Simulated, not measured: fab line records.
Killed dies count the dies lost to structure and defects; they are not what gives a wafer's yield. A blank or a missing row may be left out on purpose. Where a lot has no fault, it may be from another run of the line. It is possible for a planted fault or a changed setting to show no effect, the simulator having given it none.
Which tool was responsible? ; flow n5_finfet ; Sampling: 24 lots, 72 wafers, 4 of 1938 route steps

## WHAT THE GAUGES SHOWED, per wafer
N5_BEOL_M15_OVL_MEAS_29.
lot;measured;on;M15_OVL (nm)
L075;day 12 14:59;overlay-02;7 3 -3
L077;day 12 19:58;overlay-02;12 8 14
L076;day 13 05:34;overlay-01;-2 -4 -6
L074;day 13 06:02;overlay-01;3 7 5
L079;day 14 03:54;overlay-02;1 9 -5
L078;day 14 05:01;overlay-02;-1 2 1
L081;day 14 15:47;overlay-02;10 7 13
L080;day 14 19:56;overlay-02;7 10 8
L083;day 15 06:55;overlay-02;8 3 0
L085;day 15 21:14;overlay-02;5 5 4
L084;day 16 02:37;overlay-02;2 0 4
L082;day 16 03:30;overlay-02;0 0 7
L087;day 16 03:47;overlay-02;5 5 -1
L086;day 16 07:22;overlay-02;5 2 3
L088;day 16 22:40;overlay-02;9 13 9
L090;day 17 01:20;overlay-01;-2 4 1
L089;day 17 05:28;overlay-01;11 6 7
L091;day 17 17:30;overlay-01;2 5 6
L093;day 17 19:52;overlay-02;14 14 2
L092;day 17 20:08;overlay-02;2 -2 -2
L097;day 17 22:37;overlay-02;15 12 17
L094;day 18 08:59;overlay-02;13 11 12
L095;day 18 20:40;overlay-02;4 9 -4
L096;day 18 21:20;overlay-02;7 10 12

N5_BEOL_M15_INSPECT_30: inspects for defects (macro).
lot;measured;on;raw_defect_count
L075;day 12 15:00;defect_inspect-02;3 0 3
L077;day 12 19:59;defect_inspect-02;2 0 7
L076;day 13 05:35;defect_inspect-02;2 0 3
L074;day 13 06:04;defect_inspect-02;2 2 2
L079;day 14 03:56;defect_inspect-02;2 2 1
L078;day 14 05:02;defect_inspect-02;0 5 1
L081;day 14 15:49;defect_inspect-02;4 2 2
L080;day 14 19:58;defect_inspect-02;2 0 4
L083;day 15 06:57;defect_inspect-02;1 3 4
L085;day 15 21:15;defect_inspect-01;3 2 0
L084;day 16 02:38;defect_inspect-02;2 1 1
L082;day 16 03:31;defect_inspect-01;1 0 6
L087;day 16 03:49;defect_inspect-02;0 3 2
L086;day 16 07:23;defect_inspect-01;4 3 0
L088;day 16 22:41;defect_inspect-01;0 2 2
L090;day 17 01:22;defect_inspect-01;1 2 6
L089;day 17 05:29;defect_inspect-01;1 1 1
L091;day 17 17:31;defect_inspect-02;0 4 2
L093;day 17 19:53;defect_inspect-02;0 1 1
L092;day 17 20:10;defect_inspect-01;2 0 2
L097;day 17 22:38;defect_inspect-01;3 1 1
L094;day 18 09:01;defect_inspect-02;2 1 5
L095;day 18 20:42;defect_inspect-02;0 1 2
L096;day 18 21:22;defect_inspect-01;2 0 3

## WHICH TOOL RAN EACH LOT (tool, then ch and the chambers of the sampled wafers, then the start)
lot;N5_BEOL_M15_DESCUM_15;N5_BEOL_M15_STRIP_63
L075;rie_diel-01 ch 0,1, day 12 13:23;rie_diel-01 ch 0,1, day 12 14:59 or earlier
L077;rie_diel-01 ch 1,2,3, day 12 18:26;rie_diel-01 ch 1,2,3, day 12 19:58 or earlier
L076;rie_diel-06 ch 2,3, day 13 03:58;rie_diel-06 ch 2,3, day 13 05:34 or earlier
L074;rie_diel-01 ch 2,3, day 13 04:23;rie_diel-01 ch 2,3, day 13 06:02 or earlier
L079;rie_diel-04 ch 0,1,3, day 14 02:30;rie_diel-04 ch 0,1,3, day 14 03:54 or earlier
L078;rie_diel-04 ch 0,3, day 14 03:28;rie_diel-04 ch 0,3, day 14 05:01 or earlier
L081;rie_diel-06 ch 0,2, day 14 14:18;rie_diel-06 ch 0,2, day 14 15:47 or earlier
L080;rie_diel-06 ch 0,1,3, day 14 18:22;rie_diel-06 ch 0,1,3, day 14 19:56 or earlier
L083;rie_diel-06 ch 0,1, day 15 05:31;rie_diel-06 ch 0,1, day 15 06:55 or earlier
L085;rie_diel-01 ch 1,2,3, day 15 19:41;rie_diel-01 ch 1,2,3, day 15 21:14 or earlier
L084;rie_diel-06 ch 0,3, day 16 00:58;rie_diel-06 ch 0,3, day 16 02:37 or earlier
L082;rie_diel-01 ch 0,1,3, day 16 01:57;rie_diel-01 ch 0,1,3, day 16 03:30 or earlier
L087;rie_diel-06 ch 0,2,3, day 16 02:10;rie_diel-06 ch 0,2,3, day 16 03:47 or earlier
L086;rie_diel-01 ch 0,1,2, day 16 05:50;rie_diel-01 ch 0,1,2, day 16 07:22 or earlier
L088;rie_diel-06 ch 0,1,3, day 16 21:08;rie_diel-06 ch 0,1,3, day 16 22:40 or earlier
L090;rie_diel-04 ch 0,1, day 16 23:49;rie_diel-04 ch 0,1, day 17 01:20 or earlier
L089;rie_diel-06 ch 0,1, day 17 03:47;rie_diel-06 ch 0,1, day 17 05:28 or earlier
L091;rie_diel-01 ch 1,2,3, day 17 16:05;rie_diel-01 ch 1,2,3, day 17 17:30 or earlier
L093;rie_diel-06 ch 1,2, day 17 18:25;rie_diel-06 ch 1,2, day 17 19:52 or earlier
L092;rie_diel-01 ch 2,3, day 17 18:38;rie_diel-01 ch 2,3, day 17 20:08 or earlier
L097;rie_diel-01 ch 0,2, day 17 21:05;rie_diel-01 ch 0,2, day 17 22:37 or earlier
L094;rie_diel-01 ch 0,2,3, day 18 07:25;rie_diel-01 ch 0,2,3, day 18 08:59 or earlier
L095;rie_diel-04 ch 0,2,3, day 18 19:16;rie_diel-04 ch 0,2,3, day 18 20:40 or earlier
L096;rie_diel-01 ch 0,3, day 18 19:49;rie_diel-01 ch 0,3, day 18 21:20 or earlier
- N5_BEOL_M15_DESCUM_15: chemistry O2, time 7.9 s.
- N5_BEOL_M15_STRIP_63: strips in O2.

## WHAT THE TOOLS THEMSELVES READ (means of the sampled wafers that have a number; where no wafer has one, the mark that the record gives instead)
N5_BEOL_M15_DESCUM_15.
lot;tool;drypump_motor_current_A (A);oes_product_au (a.u.);rf_vpp_V (V);showerhead_plenum_p_Torr (Torr);throttle_valve_pct (%)
L075;rie_diel-01;6.2;0.84;243.1;2.08;20.20
L077;rie_diel-01;5.4;0.79;243.5;2.11;20.41
L076;rie_diel-06;5.2;0.77;242.5;2.10;20.27
L074;rie_diel-01;5.2;0.82;243.0;2.08;20.32
L079;rie_diel-04;5.4;0.87;243.7;2.10;20.46
L078;rie_diel-04;5.2;0.86;242.6;2.07;20.41
L081;rie_diel-06;5.4;0.76;243.3;2.07;20.47
L080;rie_diel-06;5.4;0.76;242.5;2.02;20.42
L083;rie_diel-06;5.6;0.76;242.2;2.00;20.60
L085;rie_diel-01;5.4;0.77;243.7;2.10;20.45
L084;rie_diel-06;5.1;0.68;242.4;2.01;20.62
L082;rie_diel-01;5.8;0.79;242.8;2.09;20.33
L087;rie_diel-06;5.3;0.72;242.1;2.04;20.54
L086;rie_diel-01;5.7;0.79;242.5;2.09;20.34
L088;rie_diel-06;5.4;0.75;241.7;2.01;20.45
L090;rie_diel-04;5.4;0.86;243.3;2.12;20.55
L089;rie_diel-06;5.6;0.74;242.8;2.00;20.63
L091;rie_diel-01;5.4;0.76;243.4;2.10;20.46
L093;rie_diel-06;5.5;0.81;242.9;2.09;20.15
L092;rie_diel-01;5.2;0.79;243.3;2.07;20.39
L097;rie_diel-01;5.9;0.82;243.2;2.04;20.18
L094;rie_diel-01;5.6;0.80;242.9;2.06;20.29
L095;rie_diel-04;5.3;0.78;242.7;2.04;20.45
L096;rie_diel-01;5.6;0.79;242.6;2.06;20.27

N5_BEOL_M15_STRIP_63.
lot;tool;drypump_motor_current_A (A);oes_product_au (a.u.);rf_vpp_V (V);showerhead_plenum_p_Torr (Torr);throttle_valve_pct (%)
L075;rie_diel-01;6.1;0.84;3.2;2.09;16.42
L077;rie_diel-01;5.4;0.80;3.3;2.12;16.66
L076;rie_diel-06;5.2;0.77;4.0;2.10;16.55
L074;rie_diel-01;5.2;0.82;2.9;2.09;16.61
L079;rie_diel-04;5.4;0.88;3.5;2.11;16.68
L078;rie_diel-04;5.2;0.86;3.3;2.08;16.62
L081;rie_diel-06;5.4;0.76;3.6;2.08;16.70
L080;rie_diel-06;5.4;0.76;4.6;2.02;16.68
L083;rie_diel-06;5.6;0.76;4.2;2.01;16.85
L085;rie_diel-01;5.4;0.77;3.8;2.11;16.70
L084;rie_diel-06;5.1;0.69;3.7;2.02;16.89
L082;rie_diel-01;5.8;0.79;3.7;2.10;16.58
L087;rie_diel-06;5.2;0.72;3.7;2.05;16.82
L086;rie_diel-01;5.7;0.79;3.3;2.10;16.58
L088;rie_diel-06;5.4;0.75;3.4;2.02;16.74
L090;rie_diel-04;5.4;0.86;3.9;2.13;16.79
L089;rie_diel-06;5.6;0.75;4.1;2.00;16.85
L091;rie_diel-01;5.4;0.77;3.6;2.10;16.70
L093;rie_diel-06;5.5;0.80;3.8;2.09;16.41
L092;rie_diel-01;5.2;0.79;4.3;2.08;16.66
L097;rie_diel-01;5.9;0.82;4.8;2.05;16.45
L094;rie_diel-01;5.6;0.80;3.9;2.06;16.56
L095;rie_diel-04;5.3;0.78;4.7;2.05;16.70
L096;rie_diel-01;5.6;0.79;3.5;2.06;16.57

## THE ANSWER, worked out from the rows above alone
Rule: what is usual is taken from the lots themselves. Put in order of their means at a reading, lots are off if they are a third of the lots or fewer, leave a main group of 4 or more, and stand apart from it by a gap of 3 or more times the standard deviation of the main group's means; of several such gaps the widest counts. If all means in a main group match to the digits the tables above print for the reading, that group is not used. A lot without any number at a reading at which 4 lots or more have one is off too. Any other lot the step has rows for is counted as sound. First the gauges in route order, then the tools' own readings, where a lot's mean is used as printed above. The first step at which some lot is off is used, and at that step the reading that is off furthest; a lot without a number counts as furthest.
No lot is off on any of the readings shown, so nothing can be concluded from this.

## WHAT WAS PUT IN BY THE SIMULATOR
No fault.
